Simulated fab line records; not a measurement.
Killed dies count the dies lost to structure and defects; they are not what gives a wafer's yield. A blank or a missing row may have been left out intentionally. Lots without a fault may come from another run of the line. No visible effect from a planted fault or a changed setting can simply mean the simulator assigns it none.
Chamber matching -- flow n5_finfet -- N5_BEOL_M7_ALD_77 on ald_metal-03: 4 sister chambers
The step deposits TaN, target thk 2 nm, pulse time 2 s, purge time 3 s. 22 wafers are shown with their chamber, then 11 later ones without.

== EACH WAFER AND ITS CHAMBER ==
wafer,chamber,heater_power_w (W),chamber_pressure_Torr (Torr)
L074.2,1,447,2.996
L074.3,0,353,3.002
L074.6,0,348,3.004
L077.2,1,437,3.010
L077.3,2,450,2.994
L077.6,3,364,3.002
L078.2,2,446,3.011
L078.3,1,430,3.003
L078.6,1,441,2.995
L079.1,2,451,2.998
L079.2,3,363,2.999
L079.5,2,449,3.006
L082.1,2,453,2.988
L082.2,1,445,3.000
L082.4,3,363,2.995
L081.3,0,367,3.006
L081.4,2,447,2.994
L081.6,1,448,2.997
L084.3,1,453,3.004
L084.4,3,364,3.000
L084.6,3,367,3.011
L086.1,1,445,3.008

SIGNATURES (averages over the wafers above)
reading,chamber 0,chamber 1,chamber 2,chamber 3,scatter within a chamber
heater_power_w,356.00,443.25,449.33,364.20,5.75
chamber_pressure_Torr,3.00400,3.00162,2.99850,3.00140,0.00637
Rule: a wafer lies at a distance from a chamber equal to the root of the sum of squares, over the readings, of (its reading less the chamber's mean, divided by the reading's scatter). The wafer belongs to the nearest chamber; if the next one is less than 2 further off, it can't be placed. How the scatter is found: for the shown wafers, subtract from each reading the mean of its chamber, square and add these, divide the total by (wafers less chambers), then take the root.

== WAFERS WHOSE CHAMBER IS MISSING ==
wafer,heater_power_w (W),chamber_pressure_Torr (Torr)
L086.3,354,3.005
L086.4,364,2.998
L092.1,449,3.001
L092.2,361,3.005
L092.3,431,3.007
L095.1,357,3.004
L095.3,359,2.995
L095.6,360,3.001
L097.1,353,2.994
L097.3,454,3.005
L097.6,359,2.994

== WHICH CHAMBER EACH ONE RAN IN ==
wafer,from the rows above,in truth
L086.3,can't be placed: 0 or 3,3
L086.4,can't be placed: 3 or 0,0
L092.1,can't be placed: 2 or 1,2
L092.2,can't be placed: 3 or 0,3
L092.3,can't be placed: 1 or 2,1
L095.1,can't be placed: 0 or 3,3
L095.3,can't be placed: 3 or 0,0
L095.6,can't be placed: 3 or 0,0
L097.1,can't be placed: 0 or 3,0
L097.3,can't be placed: 2 or 1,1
L097.6,can't be placed: 3 or 0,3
0 of 11 placed correctly. Can't be placed from these rows: 11 (the true chamber is among the candidates in 11). Placed wrongly: 0.
